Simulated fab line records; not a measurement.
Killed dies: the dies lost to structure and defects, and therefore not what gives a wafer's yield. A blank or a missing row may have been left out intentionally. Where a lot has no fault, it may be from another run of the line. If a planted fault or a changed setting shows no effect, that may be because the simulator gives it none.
Which of the tools did it?	flow n5 finfet	72 wafers from 24 lots sampled at 6 of the route's 1938 steps

## WHAT EACH GAUGE READ, for each wafer
Not one reading of a measure or inspect step in the record can be checked against a usual standard deviation.

## TOOL THAT RAN EACH LOT (tool first, then ch and the chambers of the sampled wafers, then the start)
lot	N5_BEOL_M0_SAQP_ETCH_83	N5_BEOL_M0_SAQP_MANDREL2_REMOVE_110	N5_BEOL_M0_ALD_136	N5_BEOL_M0_SPUTTER_116	N5_BEOL_M0_CMP_120	N5_BEOL_M0_DEP_125
L074	rie diel-03 ch 0,3, day 5 10:44	rie si-05 ch 0,1,2, day 5 14:29	ald metal-01 ch 1,3, day 5 19:03	pvd sputter-02, day 5 19:48	cmp-04 ch 1,3, day 5 21:19	pecvd-03 ch 0,1,2, day 5 21:49
L075	rie diel-05 ch 2,3, day 5 16:49	rie si-02 ch 0,2,3, day 5 20:31	ald metal-01 ch 2,3, day 6 01:38	pvd sputter-03, day 6 03:26	cmp-01 ch 0,1,3, day 6 04:22	pecvd-01 ch 0,1,2, day 6 04:50
L076	rie diel-03 ch 0,3, day 6 01:50	rie si-05 ch 0,1, day 6 05:07	ald metal-01 ch 0,1,2, day 6 11:16	pvd sputter-01, day 6 12:02	cmp-04 ch 0,1,2, day 6 12:57	pecvd-04 ch 0,1, day 6 13:27
L077	rie diel-03 ch 1,3, day 6 07:35	rie si-02 ch 1,2,3, day 6 10:46	ald metal-04 ch 0,2,3, day 6 15:25	pvd sputter-01, day 6 15:48	cmp-01 ch 0,2, day 6 16:53	pecvd-03 ch 1,2, day 6 17:20
L078	rie diel-05 ch 1,2,3, day 6 13:17	rie si-02 ch 0,1,3, day 6 16:35	ald metal-03 ch 0,2,3, day 6 21:31	pvd sputter-02, day 6 21:57	cmp-04 ch 0,1,2, day 6 22:50	pecvd-01 ch 0,2, day 6 23:19
L079	rie diel-05 ch 1,2,3, day 6 16:20	rie si-05 ch 1,2,3, day 6 19:31	ald metal-04 ch 1,2, day 7 00:56	pvd sputter-01, day 7 02:22	cmp-04 ch 0,2, day 7 03:13	pecvd-01 ch 0,1,2, day 7 03:43
L080	rie diel-04 ch 0,2,3, day 6 23:16	rie si-02 ch 0,1,3, day 7 02:47	ald metal-01 ch 1,2,3, day 7 07:34	pvd sputter-03, day 7 08:21	cmp-01 ch 1,2,3, day 7 09:13	pecvd-04 ch 0,1,2, day 7 09:49
L081	rie diel-03 ch 0,1,3, day 7 07:48	rie si-04 ch 2,3, day 7 10:58	ald metal-03 ch 0,2, day 7 19:30	pvd sputter-01, day 7 20:31	cmp-01 ch 1,3, day 7 21:40	pecvd-04 ch 0,1,2, day 7 22:07
L082	rie diel-05 ch 0,1,3, day 7 09:46	rie si-02 ch 0,1, day 7 13:07	ald metal-01 ch 0,1,2, day 7 19:23	pvd sputter-01, day 7 20:00	cmp-01 ch 1,2,3, day 7 21:19	pecvd-04 ch 1,2, day 7 21:48
L083	rie diel-05 ch 1,3, day 7 19:02	rie si-05 ch 0,2,3, day 7 22:14	ald metal-01 ch 0,3, day 8 02:34	pvd sputter-02, day 8 03:52	cmp-01 ch 0,1, day 8 04:46	pecvd-04 ch 0,1,2, day 8 05:18
L084	rie diel-03 ch 0,1,2, day 8 01:39	rie si-05 ch 0,2,3, day 8 05:10	ald metal-04 ch 0,2,3, day 8 10:47	pvd sputter-01, day 8 11:16	cmp-02 ch 0,2,3, day 8 12:07	pecvd-03 ch 0,2, day 8 12:38
L086	rie diel-05 ch 1,2, day 8 10:22	rie si-05 ch 2,3, day 8 17:14	ald metal-03 ch 0,2, day 8 23:58	pvd sputter-03, day 9 00:36	cmp-04 ch 1,3, day 9 01:55	pecvd-04 ch 0,1, day 9 02:26
L085	rie diel-04 ch 0,1,3, day 8 13:28	rie si-02 ch 0,2,3, day 8 20:18	ald metal-01 ch 1,2,3, day 9 00:26	pvd sputter-03, day 9 01:08	cmp-04 ch 1,2, day 9 02:08	pecvd-03 ch 0,1, day 9 02:41
L087	rie diel-05 ch 0,3, day 8 16:43	rie si-04 ch 0,1, day 8 23:09	ald metal-03 ch 1,2,3, day 9 07:52	pvd sputter-02, day 9 08:16	cmp-02 ch 0,1, day 9 09:23	pecvd-01 ch 0,1, day 9 09:49
L088	rie diel-05 ch 0,2, day 9 03:07	rie si-04 ch 1,2,3, day 9 06:29	ald metal-04 ch 1,3, day 9 09:46	pvd sputter-02, day 9 10:16	cmp-04 ch 0,2,3, day 9 11:07	pecvd-01 ch 0,1,2, day 9 11:36
L089	rie diel-05 ch 0,1, day 9 08:12	rie si-05 ch 1,2, day 9 12:26	ald metal-04 ch 0,3, day 9 16:41	pvd sputter-01, day 9 17:20	cmp-04 ch 2,3, day 9 18:13	pecvd-01 ch 1,2, day 9 18:42
L090	rie diel-05 ch 0,1,3, day 9 10:56	rie si-04 ch 1,2,3, day 9 14:39	ald metal-04 ch 0,2,3, day 9 22:20	pvd sputter-01, day 9 23:00	cmp-02 ch 0,1,3, day 10 00:08	pecvd-03 ch 0,1, day 10 00:38
L091	rie diel-03 ch 0,1,2, day 9 13:41	rie si-05 ch 0,1,3, day 9 17:25	ald metal-01 ch 0,2,3, day 9 22:09	pvd sputter-03, day 9 22:39	cmp-04 ch 0,1,3, day 9 23:53	pecvd-03 ch 0,1, day 10 00:23
L092	rie diel-03 ch 0,1, day 9 22:38	rie si-02 ch 0,3, day 10 01:50	ald metal-03 ch 1,3, day 10 08:09	pvd sputter-01, day 10 10:19	cmp-04 ch 1,2, day 10 11:37	pecvd-03 ch 0,1, day 10 12:13
L093	rie diel-03 ch 0,2,3, day 10 03:42	rie si-02 ch 0,1,2, day 10 07:26	ald metal-03 ch 0,2,3, day 10 11:58	pvd sputter-03, day 10 14:14	cmp-04 ch 0,3, day 10 15:08	pecvd-01 ch 0,2, day 10 15:41
L094	rie diel-04 ch 0,1,3, day 10 08:58	rie si-02 ch 0,1,3, day 10 12:21	ald metal-03 ch 0,1,3, day 10 18:53	pvd sputter-02, day 10 19:22	cmp-02 ch 0,1,3, day 10 20:13	pecvd-04 ch 0,1,2, day 10 20:42
L095	rie diel-04 ch 0,1,2, day 10 19:10	rie si-05 ch 0,2,3, day 10 23:02	ald metal-03 ch 0,2,3, day 11 02:32	pvd sputter-02, day 11 04:32	cmp-01 ch 0,1,3, day 11 05:44	pecvd-01 ch 0,1,2, day 11 06:08
L097	rie diel-03 ch 2,3, day 11 06:17	rie si-02 ch 1,2,3, day 11 09:55	ald metal-03 ch 0,2,3, day 11 14:45	pvd sputter-01, day 11 15:25	cmp-04 ch 0,1,3, day 11 16:20	pecvd-03 ch 0,2, day 11 16:49
L096	rie diel-04 ch 0,1, day 11 09:22	rie si-05 ch 2,3, day 11 14:53	ald metal-03 ch 0,3, day 11 19:36	pvd sputter-02, day 11 20:35	cmp-01 ch 1,2,3, day 11 21:47	pecvd-04 ch 0,2, day 11 22:13
- N5_BEOL_M0_SAQP_ETCH_83: etches SiARC in CF4, target depth 39 nm, time 65 s.
- N5_BEOL_M0_SAQP_MANDREL2_REMOVE_110: chemistry HBr/Cl2/O2, target a-Si, stops on SiCN, bt time 10 s.
- N5_BEOL_M0_ALD_136: deposits TaN, pulse time 2 s, purge time 3 s, co reactant purge time 2 s.
- N5_BEOL_M0_SPUTTER_116: material Cu, target thk 4 nm, time 7.37 s.
- N5_BEOL_M0_CMP_120: polishes, stops on SiOC, t overpolish 6.9 s.
- N5_BEOL_M0_DEP_125: deposits SiCN from 3MS/NH3, target thk 8 nm, time 14 s.

## AS READ BY THE TOOLS THEMSELVES (means over the sampled wafers that have a number; for cases with no such wafer, the mark the record gives instead)
N5_BEOL_M0_SAQP_ETCH_83.
lot	tool	chamber pressure mTorr (mTorr)	drypump motor current A (A)	etch rf on time s (s)	oes product au (a.u.)	rf vpp V (V)	showerhead plenum p Torr (Torr)	throttle valve pct (%)
L074	rie diel-03	40.03	5.9	64.5	0.63	184.1	2.13	15.68
L075	rie diel-05	40.00	5.7	64.9	0.67	185.5	2.23	15.72
L076	rie diel-03	39.94	5.9	65.3	0.62	182.9	2.12	15.69
L077	rie diel-03	40.01	5.7	64.2	0.67	183.9	2.11	15.61
L078	rie diel-05	39.98	5.7	64.4	0.67	185.1	2.23	15.67
L079	rie diel-05	40.00	5.7	64.3	0.68	185.8	2.23	15.67
L080	rie diel-04	39.97	6.2	65.7	0.66	185.5	2.18	15.50
L081	rie diel-03	40.01	6.0	64.0	0.67	183.9	2.11	15.60
L082	rie diel-05	40.00	5.6	65.1	0.69	185.2	2.21	15.65
L083	rie diel-05	40.00	5.7	64.3	0.69	185.6	2.24	15.58
L084	rie diel-03	40.03	6.0	63.7	0.68	183.8	2.11	15.53
L086	rie diel-05	40.00	5.7	65.6	0.62	185.4	2.21	15.80
L085	rie diel-04	40.02	6.0	66.4	0.65	184.2	2.17	15.58
L087	rie diel-05	39.97	5.4	65.0	0.70	184.1	2.19	15.69
L088	rie diel-05	40.00	5.4	65.8	0.66	183.8	2.18	15.81
L089	rie diel-05	39.97	5.4	65.2	0.66	184.4	2.18	15.76
L090	rie diel-05	40.00	5.6	64.4	0.68	184.8	2.21	15.67
L091	rie diel-03	40.02	6.0	63.9	0.66	182.9	2.11	15.53
L092	rie diel-03	40.01	6.1	63.6	0.70	183.5	2.10	15.52
L093	rie diel-03	40.03	5.8	64.5	0.62	183.8	2.12	15.67
L094	rie diel-04	39.99	6.0	64.3	0.65	184.8	2.17	15.60
L095	rie diel-04	40.01	6.0	65.3	0.65	184.0	2.17	15.61
L097	rie diel-03	39.99	5.5	65.0	0.59	183.3	2.11	15.71
L096	rie diel-04	40.00	6.0	65.3	0.66	184.2	2.17	15.69

N5_BEOL_M0_SAQP_MANDREL2_REMOVE_110.
lot	tool	chamber pressure mTorr (mTorr)	drypump motor current A (A)	oes product au (a.u.)	throttle valve pct (%)
L074	rie si-05	10.003	5.9	0.989	36.95
L075	rie si-02	9.997	5.9	1.010	36.87
L076	rie si-05	10.008	6.0	0.990	36.92
L077	rie si-02	9.993	5.5	1.020	36.76
L078	rie si-02	9.999	5.7	1.003	37.00
L079	rie si-05	10.001	5.8	1.023	36.92
L080	rie si-02	10.002	5.7	1.003	37.00
L081	rie si-04	10.003	5.5	1.000	36.80
L082	rie si-02	9.996	5.6	0.994	36.98
L083	rie si-05	10.002	5.5	1.006	36.99
L084	rie si-05	9.997	5.5	1.009	37.00
L086	rie si-05	10.001	5.3	1.014	36.96
L085	rie si-02	10.008	5.9	1.017	36.87
L087	rie si-04	10.005	5.4	1.029	36.91
L088	rie si-04	10.003	5.4	1.007	36.94
L089	rie si-05	9.994	5.8	1.014	36.96
L090	rie si-04	10.005	5.4	1.002	36.95
L091	rie si-05	9.999	5.8	1.009	36.89
L092	rie si-02	9.996	5.8	1.020	37.01
L093	rie si-02	9.996	5.8	1.007	36.86
L094	rie si-02	10.002	5.7	1.006	37.01
L095	rie si-05	9.995	5.5	1.005	36.98
L097	rie si-02	10.002	5.5	1.012	36.78
L096	rie si-05	10.007	5.3	1.011	36.97

N5_BEOL_M0_ALD_136.
lot	tool	heater power w (W)
L074	ald metal-01	422
L075	ald metal-01	447
L076	ald metal-01	409
L077	ald metal-04	399
L078	ald metal-03	451
L079	ald metal-04	376
L080	ald metal-01	431
L081	ald metal-03	445
L082	ald metal-01	410
L083	ald metal-01	433
L084	ald metal-04	398
L086	ald metal-03	430
L085	ald metal-01	427
L087	ald metal-03	416
L088	ald metal-04	396
L089	ald metal-04	415
L090	ald metal-04	401
L091	ald metal-01	434
L092	ald metal-03	418
L093	ald metal-03	456
L094	ald metal-03	457
L095	ald metal-03	447
L097	ald metal-03	460
L096	ald metal-03	479

N5_BEOL_M0_SPUTTER_116.
lot	tool	throttle valve pct (%)
L074	pvd sputter-02	28.7
L075	pvd sputter-03	29.7
L076	pvd sputter-01	29.5
L077	pvd sputter-01	29.7
L078	pvd sputter-02	29.3
L079	pvd sputter-01	29.3
L080	pvd sputter-03	30.4
L081	pvd sputter-01	29.0
L082	pvd sputter-01	29.2
L083	pvd sputter-02	30.1
L084	pvd sputter-01	29.4
L086	pvd sputter-03	29.6
L085	pvd sputter-03	30.2
L087	pvd sputter-02	29.3
L088	pvd sputter-02	28.8
L089	pvd sputter-01	30.1
L090	pvd sputter-01	29.8
L091	pvd sputter-03	30.3
L092	pvd sputter-01	29.4
L093	pvd sputter-03	31.3
L094	pvd sputter-02	29.3
L095	pvd sputter-02	29.2
L097	pvd sputter-01	28.9
L096	pvd sputter-02	29.2

N5_BEOL_M0_CMP_120.
lot	tool	barrier field endpoint s (s)	motor current A (A)	overpolish run s (s)	slurry filter dp kPa (kPa)	time to endpoint s (s)
L074	cmp-04	3.64	5.0	6.905	13.51	62.4
L075	cmp-01	3.84	6.3	6.900	13.65	65.6
L076	cmp-04	3.69	5.4	6.906	13.40	64.5
L077	cmp-01	3.82	6.6	6.906	13.55	67.3
L078	cmp-04	3.71	5.3	6.903	13.47	60.8
L079	cmp-04	3.74	5.4	6.897	13.58	63.2
L080	cmp-01	3.65	6.2	6.894	13.44	64.9
L081	cmp-01	3.64	5.9	6.896	13.47	63.8
L082	cmp-01	3.61	6.1	6.894	13.37	60.8
L083	cmp-01	3.60	6.4	6.896	13.54	60.8
L084	cmp-02	3.60	6.2	6.905	13.54	63.1
L086	cmp-04	3.60	4.7	6.898	13.66	57.3
L085	cmp-04	3.72	5.5	6.908	13.38	64.2
L087	cmp-02	3.58	5.9	6.906	13.36	61.1
L088	cmp-04	3.68	5.2	6.902	13.37	60.1
L089	cmp-04	3.46	5.3	6.902	13.53	59.7
L090	cmp-02	3.68	6.4	6.894	13.43	61.3
L091	cmp-04	3.56	5.1	6.906	13.54	59.5
L092	cmp-04	3.60	5.2	6.903	13.40	57.1
L093	cmp-04	3.61	5.1	6.895	13.42	60.2
L094	cmp-02	3.64	6.1	6.900	13.27	60.8
L095	cmp-01	3.54	5.9	6.906	13.44	61.1
L097	cmp-04	3.59	5.1	6.901	13.47	59.8
L096	cmp-01	3.62	6.1	6.895	13.59	60.8

N5_BEOL_M0_DEP_125.
lot	tool	showerhead plenum p Torr (Torr)	throttle valve pct (%)
L074	pecvd-03	3.662	8.7
L075	pecvd-01	3.647	9.6
L076	pecvd-04	3.662	9.5
L077	pecvd-03	3.674	8.9
L078	pecvd-01	3.638	9.8
L079	pecvd-01	3.646	9.8
L080	pecvd-04	3.674	9.0
L081	pecvd-04	3.660	9.0
L082	pecvd-04	3.664	8.5
L083	pecvd-04	3.669	8.8
L084	pecvd-03	3.668	8.6
L086	pecvd-04	3.652	9.1
L085	pecvd-03	3.637	9.1
L087	pecvd-01	3.652	10.0
L088	pecvd-01	3.642	9.6
L089	pecvd-01	3.652	9.7
L090	pecvd-03	3.658	9.2
L091	pecvd-03	3.657	9.2
L092	pecvd-03	3.652	9.2
L093	pecvd-01	3.638	9.3
L094	pecvd-04	3.666	9.0
L095	pecvd-01	3.644	9.8
L097	pecvd-03	3.642	8.6
L096	pecvd-04	3.673	9.0

## THE ANSWER, worked out from the rows above alone
Rule: the lots themselves supply what counts as usual. Put in order of their means at a reading, lots are off if they are a third of the lots or fewer, leave a main group of 4 or more, and stand apart from it by a gap of 3 or more times the standard deviation of the main group's means; of several such gaps the widest counts. A main group is skipped when, at the precision printed for the reading in the tables above, its means are all equal. A lot without any number at a reading at which 4 lots or more have one is off too. All remaining lots with rows at the step are treated as sound. After the gauges, taken in route order, come the tools' own readings; for these a lot's mean is taken, as printed above. At the first step where some lot is off, the reading lying furthest off is the one used; lots without a number count as furthest.
No lot is off on any of the readings shown, so nothing can be concluded from this.

## WHAT THE SIMULATOR PUT IN
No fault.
